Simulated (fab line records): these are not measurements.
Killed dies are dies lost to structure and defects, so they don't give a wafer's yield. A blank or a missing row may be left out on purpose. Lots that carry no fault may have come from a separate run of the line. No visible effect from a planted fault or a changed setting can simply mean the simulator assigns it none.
8D (eight disciplines) problem report, filled in by code / flow n5-finfet / the parts of the form that need people (team, actions taken, sign-off) are left out
Where a reading is given only as a bound, like >300, the bound stands for it, and a mean or a difference that rests on one is marked > or <: the true number lies beyond.

== 1. WHAT WENT WRONG ==
raw-defect-count at N5_HKMG_FIN_INSPECT_14 reads a mean of >296 on 3 wafers of 2 lots; wafers without a fault read 2.1 with a standard deviation of 1.5. That is +99 or more standard deviations from the usual mean.
The step: inspects for defects (macro).
Seen first at day 6 17:45 on defect-inspect-01, wafer L119.3. Wafers with a number at this step in the record: 27, from 9 lots. By rule, "out" or "out of limits" means more than 4 standard deviations away from the usual mean. Any other wafer with a number is counted as sound.

== 2. WHAT IT IS AND WHAT IT IS NOT ==
question=which readings at this step | is=raw-defect-count | is not=-
question=which lots | is=L119, L121 | is not=L109, L114, L115, L128, L130, L131, L132
question=which wafers of those lots | is=L119.3, L121.1, L121.4 | is not=L119.1, L119.2, L121.2
question=read on which gauges | is=defect-inspect-01 | is not=defect-inspect-02
question=when | is=from day 6 17:45 | is not=up to then (11 sound wafers); but 13 sound wafers of L121, L128, L130, L131, L132 came after

== 3. THE SUSPECTS, EACH WITH WHAT RULES IT OUT ==
Counting: any tool at a process step up to the reading remains a suspect provided it ran every lot that is out. Sound lots after the first of them don't rule it out here, since some wafers of a struck lot are sound.
- the gauge at N5_HKMG_FIN_INSPECT_14: ruled out. All the wafers that are out were read on defect-inspect-01, but those of them that N5_PASSIVATION_PROBE_49 has rows for are out there too, on other tools.
- thermal-cvd-si-02 at N5_HKMG_FIN_CVD_62 (deposits a-Si from Si2H6, target thk 3 nm, time 20.8 s): kept. Every lot that is out went through it, the first being L119 (day 6 16:05); the last sound lot it ran before that was L115 (day 5 15:46).
- At N5_HKMG_FIN_CVD_62, inside thermal-cvd-si-02: chamber 0 took the wafers that are out, while their sound lot-mates went through chambers 1, 2.
The count leaves thermal-cvd-si-02 at N5_HKMG_FIN_CVD_62.

== 4. THE CAUSE (what the simulator had put in) ==
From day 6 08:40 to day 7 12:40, thermal-cvd-si-02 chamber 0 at N5_HKMG_FIN_CVD_62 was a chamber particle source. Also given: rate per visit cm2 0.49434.
The count eliminated every tool but this one.

== 5. THE EFFECT CHAIN, in route order ==
Each row: a reading whose mean over the struck wafers that have a number lies more than 3 standard deviations from the usual. Scope: only readings with a usual standard deviation given in the record; hours: median across lots of the time from each lot's start at the first step in this table that gives one to its start at this step; sigmas: change in usual standard deviations.
hours=0; step=N5_HKMG_FIN_INSPECT_14; reading=raw-defect-count; usual=2.1; on struck wafers=>296; change=>+294; sigmas=+99 or more
hours=210; step=N5_PASSIVATION_PROBE_49; reading=defect-limited-yield; usual=91.2 %; on struck wafers=83.5; change=-7.7; sigmas=-5.1
hours=210; step=N5_PASSIVATION_PROBE_49; reading=killed-at-front-end; usual=40; on struck wafers=134; change=+94; sigmas=+7.8
hours=210; step=N5_PASSIVATION_PROBE_49; reading=killed-dies; usual=103; on struck wafers=194; change=+91; sigmas=+5.1
hours=210; step=N5_PASSIVATION_PROBE_49; reading=sort_bin_5_function; usual=5.1 %; on struck wafers=10.5; change=+5.4; sigmas=+5.4
hours=210; step=N5_PASSIVATION_PROBE_49; reading=sort-n-pass; usual=1076; on struck wafers=986; change=-90; sigmas=-5.0
hours=210; step=N5_PASSIVATION_PROBE_49; reading=sort-yield-pct; usual=91.2 %; on struck wafers=83.5; change=-7.7; sigmas=-5.1
Process steps it contains:
- N5_PASSIVATION_PROBE_49
Later steps that measure or inspect, where all struck wafers having a row at the step show a number for every such reading and not one has moved that far: N5_BEOL_M4_RC_MEAS_101.

== 6. WHAT WOULD HAVE CAUGHT IT SOONER ==
9 hours passed between the start of the fault at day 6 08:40 and the first reading out of limits at a measuring or inspecting step in this record, taken at day 6 17:45.
No tool reading at N5_HKMG_FIN_CVD_62 that has a usual standard deviation in the record was out on any struck wafer, so an alarm limit of 4 standard deviations on those readings would not have fired.
Of the lots that are out (2), L121 began N5_HKMG_FIN_CVD_62 on thermal-cvd-si-02 after day 6 17:45. A hold on the tool at that time would have spared it.
